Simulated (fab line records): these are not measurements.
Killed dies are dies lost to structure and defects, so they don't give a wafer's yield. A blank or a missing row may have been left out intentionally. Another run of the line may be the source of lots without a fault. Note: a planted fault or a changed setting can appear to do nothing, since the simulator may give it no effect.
fab line records	flow n5-finfet
record lots=6	wafers=18	last-day=20
route steps=1938 shown BEOL_M15@1789
lots untouched by any fault: they come from a run of this same line in which no faults occurred
start-h: hours from the record's opening day to when the first of the lot's shown wafers began	wait-h: how many hours have passed since the lot's step before this one	" the same as in the row above	L1.1+2: one row covering several wafers at once	- no value, or no start given	* or withheld: withheld	< > ~ a bound
route shown NAME@n: names a module that has steps shown in the file, with the first one's number in the route	usual: the fault-free wafers' mean and standard deviation	same: alike in all rows	chamber/n: place in a boat	sites: each site's reading	_std_site: standard deviation of those values	_edge_site: outer sites' mean less inner sites'	radius-mm: for every site, how far away it sits from the centre of the wafer	mask NAME#n: copy n	behind: the most recent tool/chamber to have shaped the wafer	hold: why the lot went on hold/how many hours it stayed there/how the hold came to an end	device: whichever transistor did not switch (one of n, p or np)	end of line: at the end of the route, the tests of the same wafers	where a step has no rows: the recipe by itself	killed: not the wafer's yield, but the dies lost to structure and defects at the first sort	map: the dies of a wafer, with x for killed, . for not killed, _ for no die there
set.NAME: the setting the step ran with; set.NAME@STEP: the setting that earlier step ran with	model.NAME: the simulator's own value behind a step, which no gauge read
lots at selected steps of the route; one table per step, one row per wafer
services: the hour from which a tool's chamber was out of use, counted from the record's first day as start-h (under 0 if before that day), plus the number of hours and why
## steps
# step N5_BEOL_M15_STRIP_63
# recipe chemistry=O2	power-w=600	temp-c=60	pressure-mtorr=30	rf-frequency-hz=6e+07	bias-power-w=0	overash-fraction=0.3	o2-flow-sccm=225
# usual chamber-pressure-mTorr=30.00/0.043	drypump-motor-current-A=5.6/0.34	oes-product-au=0.79/0.091	rf-vpp-V=3.6/0.7	showerhead-plenum-p-Torr=2.08/0.087	throttle-valve-pct=16.68/0.24
# same overash-fraction=0.3
lot.wafer	tool	chamber	start-h	wait-h	chamber-pressure-mTorr	drypump-motor-current-A	oes-product-au	rf-hours-counter-h	rf-vpp-V	showerhead-plenum-p-Torr	throttle-valve-pct
L831.2	rie-diel-05	0	-	-	30.00	5.9	0.89	43	3.6	2.05	16.66
L831.3	"	1	"	"	30.05	5.4	0.70	198	3.4	2.08	16.70
L831.4	"	2	"	"	30.06	5.2	0.72	195	4.0	2.00	17.22
L841.1	rie-diel-02	3	-	-	29.98	5.2	0.75	175	3.5	1.91	16.75
L841.4	"	2	"	"	30.04	6.1	0.72	211	3.8	2.16	16.46
L841.6	"	2	"	"	29.98	6.1	0.71	-	3.8	2.16	16.43
L846.1	rie-diel-05	3	-	-	29.93	5.7	0.86	56	3.1	2.13	16.78
L846.4	"	2	"	"	29.99	5.2	0.70	219	3.0	1.99	17.27
L846.5	"	1	"	"	30.04	5.4	0.69	-	4.5	2.07	16.72
L847.1	rie-diel-05	3	-	-	30.06	5.7	0.86	61	2.6	2.13	16.78
L847.3	"	1	"	"	30.01	5.4	0.68	227	4.5	2.07	16.72
L847.4	"	0	"	"	30.03	5.9	0.85	71	5.0	2.04	16.71
L849.1	rie-diel-02	1	-	-	30.02	5.8	0.84	68	4.5	2.12	16.54
L849.4	"	1	"	"	29.95	5.8	0.83	-	4.1	2.13	16.57
L849.6	"	3	"	"	30.02	5.1	0.72	-	2.5	1.91	16.71
L848.3	rie-diel-05	1	-	-	30.09	5.4	0.68	233	2.4	2.07	16.71
L848.5	"	0	"	"	29.95	5.8	0.84	-	3.5	2.04	16.71
L848.6	"	1	"	"	29.95	5.3	0.69	-	3.5	2.07	16.72
# step N5_BEOL_M15_STRIP_64
# recipe chemistry=O2	power-w=600	temp-c=60	pressure-mtorr=30	rf-frequency-hz=6e+07	bias-power-w=0	overash-fraction=0.3	o2-flow-sccm=225
# usual chamber-pressure-mTorr=30.002/0.029	drypump-motor-current-A=5.6/0.34	oes-product-au=0.79/0.09	rf-vpp-V=3.6/0.47	showerhead-plenum-p-Torr=2.08/0.087	throttle-valve-pct=16.68/0.24
# same overash-fraction=0.3
lot.wafer	tool	chamber	start-h	wait-h	chamber-pressure-mTorr	drypump-motor-current-A	oes-product-au	rf-hours-counter-h	rf-vpp-V	showerhead-plenum-p-Torr	throttle-valve-pct
L831.2	rie-diel-05	0	-	-	30.024	5.8	0.89	43	3.5	2.05	16.66
L831.3	"	1	"	"	30.019	5.3	0.70	198	3.6	2.08	16.69
L831.4	"	2	"	"	30.000	5.2	0.72	195	3.5	2.00	17.24
L841.1	rie-diel-02	3	-	-	30.007	5.1	0.75	175	3.2	1.91	16.73
L841.4	"	2	"	"	30.005	6.1	0.73	211	3.6	2.16	16.45
L841.6	"	2	"	"	29.970	6.1	0.73	-	4.6	2.16	16.45
L846.1	rie-diel-05	3	-	-	30.013	5.7	0.86	56	3.7	2.13	16.77
L846.4	"	2	"	"	29.971	5.2	0.70	219	4.1	1.99	17.30
L846.5	"	1	"	"	29.975	5.4	0.68	-	3.7	2.07	16.71
L847.1	rie-diel-05	3	-	-	29.990	5.7	0.85	61	3.0	2.13	16.80
L847.3	"	1	"	"	30.001	5.3	0.68	227	3.4	2.07	16.73
L847.4	"	0	"	"	29.963	5.9	0.85	71	3.0	2.04	16.70
L849.1	rie-diel-02	1	-	-	29.997	5.8	0.83	68	3.9	2.13	16.55
L849.4	"	1	"	"	29.965	5.8	0.83	-	3.7	2.13	16.56
L849.6	"	3	"	"	30.042	5.2	0.73	-	3.1	1.91	16.76
L848.3	rie-diel-05	1	-	-	30.027	5.3	0.68	233	4.2	2.07	16.73
L848.5	"	0	"	"	30.072	5.9	0.85	-	3.1	2.04	16.73
L848.6	"	1	"	"	30.007	5.3	0.68	-	4.0	2.07	16.74
# step N5_BEOL_M15_STRIP_65
# recipe chemistry=post-etch-residue-remover	time-s=60	temp-c=25	remover-ph=withheld	remover-water-wt-pct=withheld	remover-fluoride-wt-pct=withheld
# step N5_BEOL_M15_SRD_66
# recipe time-s=30	temp-c=23	rinse-liquid=diw	dry=n2-spin	spin-rpm=1500	dry-time-s=30
# step N5_BEOL_M15_CD_MEAS_17
# recipe target-cd-nm=360	polarity=opening
# usual cd-nm=361.3/1.1
lot.wafer	tool	chamber	start-h	wait-h	cd-nm
L831.2	cd-sem-02	-	357.47	0.0	361.7
L831.3	"	-	"	"	361.0
L831.4	"	-	"	"	360.5
L841.1	cd-sem-01	-	410.70	0.0	360.6
L841.4	"	-	"	"	361.5
L841.6	"	-	"	"	361.2
L846.1	cd-sem-03	-	430.93	0.0	362.0
L846.4	"	-	"	"	361.3
L846.5	"	-	"	"	362.5
L847.1	cd-sem-03	-	445.34	0.0	358.2
L847.3	"	-	"	"	360.4
L847.4	"	-	"	"	362.0
L849.1	cd-sem-01	-	445.59	0.0	360.9
L849.4	"	-	"	"	359.3
L849.6	"	-	"	"	361.8
L848.3	cd-sem-01	-	462.00	0.0	363.7
L848.5	"	-	"	"	361.7
L848.6	"	-	"	"	362.8
# step N5_BEOL_M15_COAT_56
# recipe resist=SOC	temp-c=250	time-s=60	spin-rpm=1500	resist-thk-nm=550
# step N5_BEOL_M15_ETCH_57
# recipe chemistry=N2/H2	target=SOC	source-w=3000	bias-w=350	time-s=750	ion-energy-ev=200	pressure-mtorr=30	n2-flow-sccm=200	h2-flow-sccm=200
# usual chamber-pressure-mTorr=29.997/0.028	drypump-motor-current-A=5.6/0.34	oes-product-au=0.80/0.097	rf-vpp-V=523/3.2	showerhead-plenum-p-Torr=2.52/0.11	throttle-valve-pct=17.84/0.26
lot.wafer	tool	chamber	start-h	wait-h	chamber-pressure-mTorr	drypump-motor-current-A	oes-product-au	rf-hours-counter-h	rf-vpp-V	showerhead-plenum-p-Torr	throttle-valve-pct
L831.2	rie-diel-05	0	357.57	-	29.982	5.9	0.88	43	523	2.49	17.80
L831.3	"	2	"	"	29.966	5.2	0.72	196	521	2.43	18.47
L831.4	"	1	"	"	29.975	5.3	0.70	198	522	2.52	17.72
L841.1	rie-diel-05	1	410.98	-	29.998	5.4	0.69	216	523	2.51	17.75
L841.4	"	0	"	"	30.036	5.9	0.86	61	522	2.48	17.83
L841.6	"	2	"	"	30.010	5.2	0.70	-	521	2.42	18.50
L846.1	rie-diel-06	2	431.03	-	29.971	6.1	0.87	39	529	2.70	17.46
L846.4	"	1	"	"	30.033	5.6	0.82	89	523	2.46	17.96
L846.5	"	3	"	"	30.025	5.7	0.91	-	522	2.48	17.90
L847.1	rie-diel-02	1	445.51	-	30.024	5.8	0.83	69	525	2.58	17.76
L847.3	"	2	"	"	29.987	6.1	0.70	222	526	2.62	17.66
L847.4	"	3	"	"	30.004	5.1	0.73	-	519	2.32	17.78
L849.1	rie-diel-02	1	445.99	-	30.023	5.8	0.83	69	525	2.58	17.78
L849.4	"	2	"	"	29.958	6.1	0.70	-	527	2.62	17.67
L849.6	"	3	"	"	30.016	5.2	0.74	-	518	2.32	17.77
L848.3	rie-diel-05	1	462.10	-	30.010	5.4	0.68	233	522	2.51	17.79
L848.5	"	3	"	"	29.982	5.7	0.84	-	525	2.58	17.94
L848.6	"	1	"	"	30.030	5.3	0.68	-	525	2.51	17.77
# step N5_BEOL_M15_COAT_60
# recipe resist=BARC	temp-c=205	time-s=60	spin-rpm=1500	resist-thk-nm=89
# step N5_BEOL_M15_COAT_22
# recipe spin-rpm=1704	resist-thk-nm=800
# step N5_BEOL_M15_EBR_24
# recipe solvent=PGMEA	ebr-width-mm=1.5
# step N5_BEOL_M15_SOFTBAKE_23
# recipe temp-c=130	time-s=60
# step N5_BEOL_M15_EXPOSE_25
# recipe mask-id=M15	na=0.8	source-shape=annular	sigma-inner=0.5	sigma-outer=0.8	polarization=unpolarized	target-cd-nm=400	dose-mj=35.5
# step N5_BEOL_M15_PEB_26
# recipe peb-temp-c=130	peb-time-s=90
# usual chill-plate-temp-C=22.97/0.096	exhaust-pa=45.0/0.91
lot.wafer	tool	chamber	start-h	wait-h	chill-plate-temp-C	exhaust-pa
L831.2	litho-track-05	0	358.23	0.0	23.12	45.4
L831.3	"	0	"	"	23.02	44.1
L831.4	"	0	"	"	23.06	44.7
L841.1	litho-track-05	0	411.64	0.1	22.99	46.6
L841.4	"	0	"	"	22.75	46.8
L841.6	"	0	"	"	22.95	47.3
L846.1	litho-track-02	-	431.81	0.1	-	-
L846.4	"	-	"	"	-	-
L846.5	"	-	"	"	-	-
L847.1	litho-track-01	-	446.17	0.1	-	-
L847.3	"	-	"	"	-	-
L847.4	"	-	"	"	-	-
L849.1	litho-track-01	0	446.64	0.1	22.87	44.4
L849.4	"	0	"	"	22.89	45.1
L849.6	"	0	"	"	22.85	44.9
L848.3	litho-track-05	0	462.88	0.0	23.10	45.5
L848.5	"	0	"	"	22.99	46.4
L848.6	"	0	"	"	23.02	44.9
# step N5_BEOL_M15_DEVELOP_27
# recipe develop-time-s=45	rinse-liquid=diw	dry=air-spin	dev-temp-c=21
## services
tool	chamber	start-h	hours	kind
rie-diel-02	-	356.59	0.6	repair
rie-diel-02	1	381.87	25.8	repair
rie-diel-05	-	387.54	2.8	pm
rie-diel-06	0	388.10	-	clean
rie-diel-06	0	388.10	-	consumable-replace:focus-ring
rie-diel-06	0	388.10	-	consumable-replace:showerhead
rie-diel-06	0	388.10	20.7	scheduled-down
rie-diel-06	0	388.10	20.7	vent-cycle
rie-diel-02	1	430.99	5.1	repair
rie-diel-06	3	437.41	5.5	repair
rie-diel-02	0	441.15	-	clean
rie-diel-02	0	441.15	-	consumable-replace:focus-ring
rie-diel-02	0	441.15	17.1	scheduled-down
rie-diel-02	0	441.15	17.1	vent-cycle
rie-diel-05	2	456.83	7.7	repair
## key
first-sign step=N5_BEOL_M15_PEB_26	reading=tool-record	direction=missing
effect none on later readings
met-at N5_BEOL_M15_PEB_26
struck-wafers L846.1,L846.4,L846.5,L847.1,L847.3,L847.4
later-rows-left-out L846.1,L846.4,L846.5,L847.1,L847.3,L847.4
sort-left-out L846.1,L846.4,L846.5,L847.1,L847.3,L847.4
fault kind=skipped-step-whole	tool=litho-track-01,litho-track-02	chamber=-	onset-h=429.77	steps=N5_BEOL_M15_PEB_26	scope=struck-lots-only
# sort-left-out: the simulated sort isn't trusted on such a fault, so these wafers' sort isn't shown, and their yield isn't known
# later-rows-left-out: the simulator's readings of these wafers behind a module that went badly wrong aren't trusted and aren't shown, but for the sort
